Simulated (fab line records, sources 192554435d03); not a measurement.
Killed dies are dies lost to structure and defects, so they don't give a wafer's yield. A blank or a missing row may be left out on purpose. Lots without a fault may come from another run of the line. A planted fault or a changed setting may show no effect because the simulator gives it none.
Which tool did it? | flow n5_finfet | 10 lots, 30 wafers sampled, at 5 steps of a route of 1938

WHAT THE GAUGES READ, wafer by wafer
The record holds no reading of a measuring or inspecting step that can be judged against a usual standard deviation.

WHICH TOOL RAN EACH LOT (tool, then ch and the chambers of the sampled wafers, then the start)
lot  | N5_BEOL_M5_DESCUM_16               | N5_BEOL_M5_STRIP_64                | N5_BEOL_M5_COAT_74                | N5_BEOL_M5_ETCH_75                 | N5_PASSIVATION_PROBE_49
L905 | rie_diel-04 ch 0,2, day 9 00:26    | rie_diel-04 ch 0,2, day 9 00:38    | litho_track-02 ch 0, day 9 02:46  | rie_diel-03 ch 1,3, day 9 03:32    | -
L903 | rie_diel-02 ch 0,1,2, day 9 02:45  | rie_diel-02 ch 0,1,2, day 9 02:57  | litho_track-01 ch 0, day 9 04:45  | rie_diel-02 ch 1,2,3, day 9 05:19  | -
L907 | rie_diel-04 ch 0,2, day 9 06:20    | rie_diel-04 ch 0,2, day 9 06:32    | litho_track-02 ch 0, day 9 09:53  | rie_diel-04 ch 0,1, day 9 10:20    | -
L909 | rie_diel-03 ch 0,1,2, day 10 10:23 | rie_diel-03 ch 0,1,2, day 10 10:35 | litho_track-02 ch 0, day 10 11:47 | rie_diel-04 ch 0,1,2, day 10 12:31 | -
L915 | rie_diel-02 ch 0,2, day 11 22:42   | rie_diel-02 ch 0,2, day 11 22:54   | litho_track-02 ch 0, day 11 23:39 | rie_diel-04 ch 1,2, day 12 00:05   | prober-01, day 16 14:04
L918 | rie_diel-04 ch 1,2,3, day 12 01:02 | rie_diel-04 ch 1,2,3, day 12 01:14 | litho_track-01 ch 0, day 12 04:22 | rie_diel-02 ch 1,2,3, day 12 05:02 | -
L917 | rie_diel-04 ch 0,1,3, day 12 02:11 | rie_diel-04 ch 0,1,3, day 12 02:24 | litho_track-02 ch 0, day 12 04:23 | rie_diel-04 ch 0,2,3, day 12 05:09 | prober-02, day 17 07:49
L920 | rie_diel-04 ch 2,3, day 12 12:52   | rie_diel-04 ch 2,3, day 12 13:04   | litho_track-01 ch 0, day 12 13:27 | rie_diel-02 ch 1,3, day 12 14:01   | -
L919 | rie_diel-02 ch 2,3, day 12 19:38   | rie_diel-02 ch 2,3, day 12 19:50   | litho_track-05 ch 0, day 12 21:02 | rie_diel-02 ch 2,3, day 12 22:14   | -
L921 | rie_diel-03 ch 0,2,3, day 13 11:46 | rie_diel-03 ch 0,2,3, day 13 11:58 | litho_track-01 ch 0, day 13 14:32 | rie_diel-02 ch 0,1,2, day 13 14:58 | -
- N5_BEOL_M5_DESCUM_16: chemistry O2, time 7 s.
- N5_BEOL_M5_STRIP_64: strips in CF4.
- N5_BEOL_M5_COAT_74: time 60 s, resist thk 5 nm.
- N5_BEOL_M5_ETCH_75: etches underlayer in N2/H2, target depth 6.5 nm, time 5.2 s.
- N5_PASSIVATION_PROBE_49

WHAT THE TOOLS THEMSELVES READ (means of the sampled wafers that have a number; where no wafer has one, the mark that the record gives instead)
N5_BEOL_M5_DESCUM_16. Usual: bias_power_w 20.00 W, standard deviation 0.059; drypump_motor_current_A 5.8 A, standard deviation 0.62; oes_product_au 0.77 a.u., standard deviation 0.092; rf_vpp_V 242.9 V, standard deviation 1.2; showerhead_plenum_p_Torr 2.09 Torr, standard deviation 0.066; throttle_valve_pct 20.4 %, standard deviation 0.37.
lot  | tool        | bias_power_w (W) | drypump_motor_current_A (A) | oes_product_au (a.u.) | rf_vpp_V (V) | showerhead_plenum_p_Torr (Torr) | throttle_valve_pct (%) | flag
L905 | rie_diel-04 | 20.05            | 5.4                         | 0.74                  | 242.7        | 2.05                            | 20.2                   |
L903 | rie_diel-02 | 20.01            | 5.7                         | 0.78                  | 244.2        | 2.16                            | 20.7                   |
L907 | rie_diel-04 | 20.03            | 5.4                         | 0.74                  | 241.0        | 2.05                            | 20.2                   |
L909 | rie_diel-03 | 19.99            | 5.7                         | 0.69                  | 243.4        | 2.10                            | 20.6                   |
L915 | rie_diel-02 | 20.00            | 5.3                         | 0.75                  | 244.2        | 2.15                            | 20.8                   |
L918 | rie_diel-04 | 19.97            | 5.6                         | 0.74                  | 242.4        | 2.05                            | 20.2                   |
L917 | rie_diel-04 | 19.99            | 5.8                         | 0.74                  | 241.8        | 1.99                            | 20.2                   |
L920 | rie_diel-04 | 20.03            | 5.9                         | 0.71                  | 243.3        | 2.06                            | 20.3                   |
L919 | rie_diel-02 | 20.02            | 5.9                         | 0.84                  | 243.0        | 2.06                            | 20.1                   |
L921 | rie_diel-03 | 20.03            | 5.5                         | 0.79                  | 243.5        | 2.08                            | 20.5                   |

N5_BEOL_M5_STRIP_64. Usual: bias_power_w 75.00 W, standard deviation 0.21; cf4_flow_sccm 149.9 sccm, standard deviation 0.48; drypump_motor_current_A 5.8 A, standard deviation 0.62; oes_product_au 0.77 a.u., standard deviation 0.085; rf_vpp_V 271.1 V, standard deviation 1.3; showerhead_plenum_p_Torr 1.79 Torr, standard deviation 0.052; throttle_valve_pct 13.6 %, standard deviation 0.36.
lot  | tool        | bias_power_w (W) | cf4_flow_sccm (sccm) | drypump_motor_current_A (A) | oes_product_au (a.u.) | rf_vpp_V (V) | showerhead_plenum_p_Torr (Torr) | throttle_valve_pct (%) | flag
L905 | rie_diel-04 | 74.99            | 149.7                | 5.4                         | 0.75                  | 270.8        | 1.74                            | 13.3                   |
L903 | rie_diel-02 | 74.96            | 149.7                | 5.6                         | 0.77                  | 271.9        | 1.85                            | 13.9                   |
L907 | rie_diel-04 | 74.98            | 149.7                | 5.4                         | 0.75                  | 270.7        | 1.74                            | 13.3                   |
L909 | rie_diel-03 | 75.08            | 149.7                | 5.7                         | 0.70                  | 271.7        | 1.80                            | 13.8                   |
L915 | rie_diel-02 | 74.84            | 150.2                | 5.4                         | 0.75                  | 271.6        | 1.85                            | 14.0                   |
L918 | rie_diel-04 | 75.02            | 149.7                | 5.6                         | 0.74                  | 270.5        | 1.76                            | 13.4                   |
L917 | rie_diel-04 | 74.81            | 149.5                | 5.8                         | 0.74                  | 269.5        | 1.72                            | 13.5                   |
L920 | rie_diel-04 | 75.10            | 150.0                | 5.9                         | 0.71                  | 271.3        | 1.78                            | 13.6                   |
L919 | rie_diel-02 | 75.24            | 149.8                | 6.0                         | 0.83                  | 270.7        | 1.78                            | 13.3                   |
L921 | rie_diel-03 | 75.06            | 150.2                | 5.5                         | 0.79                  | 271.3        | 1.78                            | 13.6                   |

N5_BEOL_M5_COAT_74. Usual: heater_power_total_W 391.9 W, standard deviation 1.2; plate_temp_C 205.01 C, standard deviation 0.17.
lot  | tool           | heater_power_total_W (W) | plate_temp_C (C) | flag
L905 | litho_track-02 | 392.3                    | 205.13           |
L903 | litho_track-01 | 391.4                    | 204.60           |
L907 | litho_track-02 | 392.0                    | 205.22           |
L909 | litho_track-02 | 392.8                    | 204.93           |
L915 | litho_track-02 | 425.0                    | 219.23           | OFF
L918 | litho_track-01 | 392.5                    | 204.82           |
L917 | litho_track-02 | 425.0                    | 219.36           | OFF
L920 | litho_track-01 | 392.5                    | 205.24           |
L919 | litho_track-05 | 392.0                    | 204.87           |
L921 | litho_track-01 | 390.8                    | 204.90           |

N5_BEOL_M5_ETCH_75. Usual: drypump_motor_current_A 5.8 A, standard deviation 0.58; etch_rf_on_time_s 5.22 s, standard deviation 0.11; oes_product_au 0.66 a.u., standard deviation 0.075; rf_vpp_V 523.3 V, standard deviation 2.4; showerhead_plenum_p_Torr 2.53 Torr, standard deviation 0.077; throttle_valve_pct 17.8 %, standard deviation 0.31.
lot  | tool        | drypump_motor_current_A (A) | etch_rf_on_time_s (s) | oes_product_au (a.u.) | rf_vpp_V (V) | showerhead_plenum_p_Torr (Torr) | throttle_valve_pct (%) | flag
L905 | rie_diel-03 | 6.1                         | 5.16                  | 0.62                  | 526.0        | 2.61                            | 17.6                   |
L903 | rie_diel-02 | 6.0                         | 5.12                  | 0.71                  | 524.1        | 2.57                            | 17.7                   |
L907 | rie_diel-04 | 5.7                         | 5.26                  | 0.66                  | 518.7        | 2.39                            | 17.8                   |
L909 | rie_diel-04 | 5.5                         | 5.25                  | 0.65                  | 521.3        | 2.45                            | 17.7                   |
L915 | rie_diel-04 | 5.2                         | 5.29                  | 0.64                  | 522.4        | 2.50                            | 17.6                   |
L918 | rie_diel-02 | 6.0                         | 5.19                  | 0.68                  | 523.3        | 2.56                            | 17.7                   |
L917 | rie_diel-04 | 5.8                         | 5.31                  | 0.61                  | 522.2        | 2.46                            | 17.8                   |
L920 | rie_diel-02 | 6.6                         | 5.15                  | 0.66                  | 522.8        | 2.51                            | 17.6                   |
L919 | rie_diel-02 | 5.3                         | 5.06                  | 0.74                  | 524.9        | 2.54                            | 17.6                   |
L921 | rie_diel-02 | 5.7                         | 5.23                  | 0.71                  | 524.7        | 2.61                            | 18.0                   |

N5_PASSIVATION_PROBE_49. Usual: defect_limited_yield 91.4 %, standard deviation 1.4; killed_at_M0_to_M3 33, standard deviation 11; killed_at_M4_up 13, standard deviation 5.3; killed_at_contacts 13, standard deviation 6.1; killed_at_front_end 40, standard deviation 11; killed_at_other 2.9, standard deviation 2.7; killed_dies 102, standard deviation 17; killed_open 68, standard deviation 13; killed_short 32, standard deviation 7.5; sort_bin_4_leakage 0.00 %, standard deviation 0.022; sort_bin_5_function 5.1 %, standard deviation 0.98; sort_bin_6_memory 3.2 %, standard deviation 0.69; sort_bin_8_speed 0.1 %, standard deviation 1.1; sort_n_pass 1077, standard deviation 21; sort_yield_pct 91.3 %, standard deviation 1.7.
lot  | tool      | defect_limited_yield (%) | killed_at_M0_to_M3 | killed_at_M4_up | killed_at_contacts | killed_at_front_end | killed_at_other | killed_dies | killed_open | killed_short | sort_bin_4_leakage (%) | sort_bin_5_function (%) | sort_bin_6_memory (%) | sort_bin_8_speed (%) | sort_n_pass | sort_yield_pct (%) | flag
L915 | prober-01 | 91.2                     | 29                 | 13              | 9                  | 51                  | 2.0             | 104         | 66          | 38           | 0.25                   | 4.7                     | 3.9                   | 0.1                  | 1072        | 90.8               | OFF
L917 | prober-02 | 90.7                     | 31                 | 17              | 12                 | 44                  | 3.7             | 109         | 73          | 35           | 0.00                   | 5.5                     | 3.4                   | 0.0                  | 1071        | 90.7               |

THE ANSWER, worked out from the rows above alone
Rule: a lot is off if the mean of its wafers that have a number lies more than 3 standard deviations from the usual mean. A lot without any number at a reading at which 4 lots or more have one is off too. The other lots that the step has rows for count as sound. The gauges are gone through in route order, then the tools' own readings, and for those a lot's mean is taken as printed above. The first step at which some lot is off is used, and at that step the reading that is off furthest; a lot without a number counts as furthest.
Off: L915, L917, at N5_BEOL_M5_COAT_74 (plate_temp_C).
A tool fits if, at that step or a process step before it, it ran every lot that is off, and no sound lot after the first of them. One fits: litho_track-02 at N5_BEOL_M5_COAT_74. Its last sound lot is L909 (day 10 11:47), its first lot that is off L915 (day 11 23:39): a fault that began between those two fits.
The tool's own readings at N5_BEOL_M5_COAT_74 bear it out: on the lots that are off they differ by more than 5 times the standard deviation of the sound lots' means. heater_power_total_W reads 425.0 W there against 392.0 W on the sound lots; plate_temp_C reads 219.30 C there against 204.96 C on the sound lots.

WHAT THE SIMULATOR HAD PUT IN
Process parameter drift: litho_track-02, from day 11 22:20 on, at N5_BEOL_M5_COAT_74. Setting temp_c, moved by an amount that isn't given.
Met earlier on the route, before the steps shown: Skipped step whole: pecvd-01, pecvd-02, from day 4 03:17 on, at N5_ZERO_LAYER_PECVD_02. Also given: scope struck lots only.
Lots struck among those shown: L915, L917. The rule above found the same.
